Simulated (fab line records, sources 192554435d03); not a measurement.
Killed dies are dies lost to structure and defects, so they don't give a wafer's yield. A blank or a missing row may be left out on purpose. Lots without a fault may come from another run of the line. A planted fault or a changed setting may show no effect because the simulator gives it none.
Chamber matching | flow n5_finfet | N5_BEOL_M0_SAQP_DESCUM_19 on rie_diel-03: 4 sister chambers
The step chemistry O2, time 7.9 s. 4 wafers are shown with their chamber, then 8 later ones without.

WAFERS WITH THEIR CHAMBER
wafer  | chamber | drypump_motor_current_A (A)
L087.2 | 1       | 6.0
L087.6 | 0       | 5.9
L088.6 | 3       | 5.6
L089.2 | 2       | 5.0

WAFERS WITHOUT THEIR CHAMBER
wafer  | drypump_motor_current_A (A)
L089.4 | 6.0
L089.6 | 6.0
L093.1 | 5.0
L093.3 | 5.7
L093.4 | 6.0
L095.2 | 6.0
L095.4 | 6.0
L095.5 | 5.7

WHICH CHAMBER EACH WENT THROUGH
wafer  | from the rows above     | in truth
L089.4 | can't be placed: 1 or 0 | 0
L089.6 | can't be placed: 1 or 0 | 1
L093.1 | 2                       | 2
L093.3 | can't be placed: 3 or 0 | 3
L093.4 | can't be placed: 1 or 0 | 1
L095.2 | can't be placed: 1 or 0 | 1
L095.4 | can't be placed: 1 or 0 | 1
L095.5 | can't be placed: 3 or 0 | 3
Placed correctly: 1 of 8. Can't be placed from these rows: 7 (the true chamber is among the candidates in 7). Placed wrongly: 0.
How it was worked out, from the rows above alone: a wafer's distance from a chamber is the root of the sum, over the readings, of the square of ((its reading less the chamber's mean) divided by the reading's scatter). The wafer belongs to the nearest chamber; if the next one is less than 2 further off, it can't be placed. A chamber's mean is the mean of its shown wafers. The scatter: with one shown wafer a chamber, the root of the mean of the squares of how far each hidden wafer lies from its nearest shown one.
